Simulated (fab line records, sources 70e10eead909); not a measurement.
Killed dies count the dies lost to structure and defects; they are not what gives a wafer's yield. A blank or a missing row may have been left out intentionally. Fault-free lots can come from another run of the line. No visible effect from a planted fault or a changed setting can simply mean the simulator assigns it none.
Commonality check across tools -- flow nandHarc -- 1 lot, 3 wafers sampled

WHAT PROMPTED THE OPENING
At NHARC_END_SORT_01 the reading killedAtPeriphery is flagged on 1 of 1 lot. Fault-free wafers read 2.8, with a standard deviation of 2.2.
Rule: flag the lot when none of its wafers has a number, or when each of its wafers that has one lies beyond 4 standard deviations from that mean. The other lots count as sound.

lot,measured,on,"killedAtPeriphery, wafer by wafer",flag
L952,day 20 16:10,prober-01,657 653 654,FLAGGED
Flagged lots average 654.7: +651.9 relative to the usual, that is +99 or more standard deviations.

LOT BY LOT: THE TOOL USED
Before the reading, the record contains 3 process steps out of a 1159-step route. Each cell gives the tool, then ch followed by the chambers the sampled wafers passed through, then the start.
lot,flag,NHARC_P_ZERO_WELL_EXPOSE_21,NHARC_P_STI_ETCH_15,NHARC_P_GATE_DESCUM_31
L952,FLAGGED,"krfScanner-04 ch 0, day 2 14:20",no row,no row
What these steps do:
- NHARC_P_ZERO_WELL_EXPOSE_21: exposes mask P NWELL, target cd 720 nm.
- NHARC_P_STI_ETCH_15: etches the open film in HBr/Cl2, target depth 300 nm, time 100.1 s.
- NHARC_P_GATE_DESCUM_31: chemistry O2, time 3 s.
- NHARC_END_SORT_01

FLAGGED OVER TOTAL, TOOL BY TOOL (the gauges that took the reading come last)
step,tool,lots run,flagged,share of the flagged lots,sound lots run after its first flagged lot
NHARC_P_ZERO_WELL_EXPOSE_21,krfScanner-04,1,1,all,0
NHARC_END_SORT_01,prober-01,1,1,all,0

WHAT THE TABLE PERMITS
Table rows that saw every flagged lot: 2, namely krfScanner-04 at NHARC_P_ZERO_WELL_EXPOSE_21 and prober-01 at NHARC_END_SORT_01.
- krfScanner-04 at NHARC_P_ZERO_WELL_EXPOSE_21: 1 of its 1 lot flagged. The start can't be narrowed down: in this sample, it ran no sound lot prior to its first flagged lot.
- prober-01 at NHARC_END_SORT_01: 1 of its 1 lot flagged. The start can't be narrowed down: in this sample, it ran no sound lot prior to its first flagged lot.
Because each of these 2 tools fits a fault that began at some hour, counting lots does not separate them. More lots, or a look at what each step does to the wafer, might.

WHAT WAS PUT IN BY THE SIMULATOR
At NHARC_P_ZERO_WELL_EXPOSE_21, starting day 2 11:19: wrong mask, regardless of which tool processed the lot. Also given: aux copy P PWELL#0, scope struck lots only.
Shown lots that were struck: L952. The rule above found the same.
